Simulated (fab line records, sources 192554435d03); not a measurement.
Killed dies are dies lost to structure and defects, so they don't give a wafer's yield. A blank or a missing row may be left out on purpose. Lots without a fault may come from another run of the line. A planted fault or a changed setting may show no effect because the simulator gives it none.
fab line records | flow n5_finfet
record lots=7 wafers=39
route steps=1938 shown BEOL_M14@1751
start_h: hours from the record's first day to the start of the lot's first wafer shown | wait_h: hours since the lot's step before | " the same as in the row above | L1.1+2: a row that stands for several wafers | - no value, or no start given | * or withheld: withheld | < > ~ a bound
route shown NAME@n: a module of which the file shows steps, and the number in the route of the first | usual: mean/standard deviation of fault-free wafers | same: alike in all rows | chamber/n: place in a boat | sites: the reading at each site | _std_site: their standard deviation | _edge_site: outer sites' mean less inner sites' | radius_mm: how far each site lies from the wafer's centre | mask NAME#n: copy n | behind: the tool/chamber that last shaped the wafer | hold: why the lot was held/for how many hours/how that ended | device: the transistor (n, p or np) that didn't switch | end of line: the same wafers' tests at the end of the route | a step without rows: its recipe alone | killed: dies lost to structure and defects at the first sort, not the wafer's yield | map: a wafer's dies, x killed, . not, _ none there
set.NAME: the setting as run; set.NAME@STEP: as run at that earlier step | model.NAME: the simulator's own value behind a step, which no gauge read
lots whose settings were changed on purpose; a table a step, a row a wafer
## steps
# step N5_BEOL_M14_ETCH_68
# recipe chemistry=N2/H2 target=SOC mask_material=SiARC source_w=3000 bias_w=350 temp_c=40 time_s=450 ion_energy_ev=200 pressure_mtorr=30 n2_flow_sccm=200 h2_flow_sccm=200
# columns lot.wafer tool chamber start_h wait_h set.target_depth_a model.SiARC_of_BEOL_M14_COAT_66.thk_nm
L083.1 rie_diel-01 1 301.81 0.1 9000 65
L083.2 " 3 " " 9000 65.2
L083.3+4 " 0,1 " " 4516 88
L083.5 " 3 " " 9000 64.6
L083.6 " 0 " " 4516 88.4
L082.1 rie_diel-03 2 333.86 0.1 9000 64.4
L082.2+4 " 3 " " 9000 66.8
L082.3 " 0 " " 9000 65.4
L082.5 " 2 " " 9000 65
L082.6 " 0 " " 9000 65.2
L088.1 rie_diel-03 2 334.84 0.1 11920 50.2
L088.2 " 0 " " 9000 65.4
L088.3 " 3 " " 11920 51.2
L088.4 " 2 " " 9000 64.6
L088.5 " 3 " " 9000 66.8
L088.6 " 0 " " 11920 50.6
L087.1 rie_diel-03 2 350.35 0.1 5885 80.2
L087.2 " 3 " " 9000 66.8
L087.3 " 1 " " 5885 79.8
L087.4 " 0 " " 5885 81
L087.5 " 2 " " 9000 64.2
L087.6 " 3 " " 9000 66.4
L092.1 rie_diel-01 2 362.56 0.1 9000 66
L092.5+6 " 2,0 " " 9000 65.8
L091.1+5+6 rie_diel-01 3,3,1 370.33 0.1 9000 65.8
L091.2+3 " 1,2 " " 9000 65.6
L091.4 " 2 " " 9000 66
L095.1 rie_diel-03 3 386.16 0.1 9000 67.2
L095.2 " 2 " " 5745 81.6
L095.3 " 1 " " 5745 81.4
L095.4 " 0 " " 5745 81
L095.5 " 1 " " 9000 65
L095.6 " 2 " " 9000 65.8
## key
split step=N5_BEOL_M14_ETCH_68 setting=target_depth_a stated=9000 by=wafer
response step=N5_BEOL_M14_ETCH_68 reading=model.SiARC_of_BEOL_M14_COAT_66.thk_nm change=-0.447 per=1% r=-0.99
